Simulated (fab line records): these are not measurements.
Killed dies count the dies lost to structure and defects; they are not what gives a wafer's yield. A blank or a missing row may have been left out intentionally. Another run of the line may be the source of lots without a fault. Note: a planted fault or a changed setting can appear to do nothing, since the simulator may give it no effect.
Chamber matching || flow n5_finfet || ald_metal-03 running N5_HKMG_FIN_ALD_91: 4 sister chambers
The step deposits TiN, target thk 1 nm, pulse time 1 s, purge time 3 s. 16 wafers are shown with their chamber, then 8 later ones without.

## WAFERS, EACH WITH ITS CHAMBER
{"wafer": "L074.1", "chamber": 2, "heater_power_w (W)": 711, "precursor_pulse_height_rel": 0.946, "chamber_pressure_Torr (Torr)": 3.011}
{"wafer": "L074.4", "chamber": 3, "heater_power_w (W)": 760, "precursor_pulse_height_rel": 1.001, "chamber_pressure_Torr (Torr)": 3.006}
{"wafer": "L074.6", "chamber": 2, "heater_power_w (W)": 720, "precursor_pulse_height_rel": 0.984, "chamber_pressure_Torr (Torr)": 3.000}
{"wafer": "L075.1", "chamber": 3, "heater_power_w (W)": 788, "precursor_pulse_height_rel": 1.018, "chamber_pressure_Torr (Torr)": 2.992}
{"wafer": "L075.4", "chamber": 1, "heater_power_w (W)": 904, "precursor_pulse_height_rel": 0.985, "chamber_pressure_Torr (Torr)": 2.995}
{"wafer": "L075.5", "chamber": 3, "heater_power_w (W)": 748, "precursor_pulse_height_rel": 0.970, "chamber_pressure_Torr (Torr)": 2.995}
{"wafer": "L078.1", "chamber": 0, "heater_power_w (W)": 830, "precursor_pulse_height_rel": 1.016, "chamber_pressure_Torr (Torr)": 3.006}
{"wafer": "L078.4", "chamber": 3, "heater_power_w (W)": 774, "precursor_pulse_height_rel": 1.008, "chamber_pressure_Torr (Torr)": 3.003}
{"wafer": "L078.6", "chamber": 1, "heater_power_w (W)": 943, "precursor_pulse_height_rel": 1.008, "chamber_pressure_Torr (Torr)": 3.004}
{"wafer": "L081.1", "chamber": 0, "heater_power_w (W)": 850, "precursor_pulse_height_rel": 0.993, "chamber_pressure_Torr (Torr)": 3.000}
{"wafer": "L081.4", "chamber": 3, "heater_power_w (W)": 775, "precursor_pulse_height_rel": 1.010, "chamber_pressure_Torr (Torr)": 3.006}
{"wafer": "L081.5", "chamber": 0, "heater_power_w (W)": 832, "precursor_pulse_height_rel": 0.992, "chamber_pressure_Torr (Torr)": 3.004}
{"wafer": "L085.3", "chamber": 0, "heater_power_w (W)": 837, "precursor_pulse_height_rel": 1.009, "chamber_pressure_Torr (Torr)": 3.007}
{"wafer": "L085.4", "chamber": 3, "heater_power_w (W)": 780, "precursor_pulse_height_rel": 1.028, "chamber_pressure_Torr (Torr)": 3.008}
{"wafer": "L085.5", "chamber": 1, "heater_power_w (W)": 934, "precursor_pulse_height_rel": 0.967, "chamber_pressure_Torr (Torr)": 2.995}
{"wafer": "L087.4", "chamber": 1, "heater_power_w (W)": 939, "precursor_pulse_height_rel": 1.003, "chamber_pressure_Torr (Torr)": 2.996}

SIGNATURES (means of the wafers above)
{"reading": "heater_power_w", "chamber 0": 837.25, "chamber 1": 930.00, "chamber 2": 715.50, "chamber 3": 770.83, "scatter within a chamber": 13.8}
{"reading": "precursor_pulse_height_rel", "chamber 0": 1.00250, "chamber 1": 0.99075, "chamber 2": 0.96500, "chamber 3": 1.00583, "scatter within a chamber": 0.0186}
{"reading": "chamber_pressure_Torr", "chamber 0": 3.00425, "chamber 1": 2.99750, "chamber 2": 3.00550, "chamber 3": 3.00167, "scatter within a chamber": 0.0055}
Rule: distance of a wafer from a chamber = root of the sum over the readings of ((wafer's reading minus chamber's mean) / reading's scatter) squared. The wafer belongs to the nearest chamber; if the next one is less than 2 further off, it can't be placed. The scatter: take each reading less its chamber's mean, square it, sum over the shown wafers, divide by the number of wafers less the number of chambers, and take the root.

## WAFERS MISSING THEIR CHAMBER
{"wafer": "L087.5", "heater_power_w (W)": 844, "precursor_pulse_height_rel": 0.995, "chamber_pressure_Torr (Torr)": 2.990}
{"wafer": "L087.6", "heater_power_w (W)": 788, "precursor_pulse_height_rel": 0.997, "chamber_pressure_Torr (Torr)": 3.010}
{"wafer": "L091.2", "heater_power_w (W)": 777, "precursor_pulse_height_rel": 1.023, "chamber_pressure_Torr (Torr)": 2.993}
{"wafer": "L091.3", "heater_power_w (W)": 948, "precursor_pulse_height_rel": 0.987, "chamber_pressure_Torr (Torr)": 2.999}
{"wafer": "L091.4", "heater_power_w (W)": 700, "precursor_pulse_height_rel": 1.010, "chamber_pressure_Torr (Torr)": 3.002}
{"wafer": "L093.2", "heater_power_w (W)": 777, "precursor_pulse_height_rel": 1.011, "chamber_pressure_Torr (Torr)": 2.998}
{"wafer": "L093.3", "heater_power_w (W)": 827, "precursor_pulse_height_rel": 0.973, "chamber_pressure_Torr (Torr)": 2.992}
{"wafer": "L093.4", "heater_power_w (W)": 928, "precursor_pulse_height_rel": 0.984, "chamber_pressure_Torr (Torr)": 2.998}

## WHICH CHAMBER EACH ONE RAN IN
{"wafer": "L087.5", "from the rows above": 0, "in truth": 0}
{"wafer": "L087.6", "from the rows above": "can't be placed: 3 or 0", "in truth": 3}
{"wafer": "L091.2", "from the rows above": 3, "in truth": 3}
{"wafer": "L091.3", "from the rows above": 1, "in truth": 1}
{"wafer": "L091.4", "from the rows above": 2, "in truth": 2}
{"wafer": "L093.2", "from the rows above": 3, "in truth": 3}
{"wafer": "L093.3", "from the rows above": "can't be placed: 0 or 3", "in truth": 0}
{"wafer": "L093.4", "from the rows above": 1, "in truth": 1}
Placed correctly: 6 of 8. Can't be placed from these rows: 2 (the true chamber is among the candidates in 2). 0 placed wrongly.
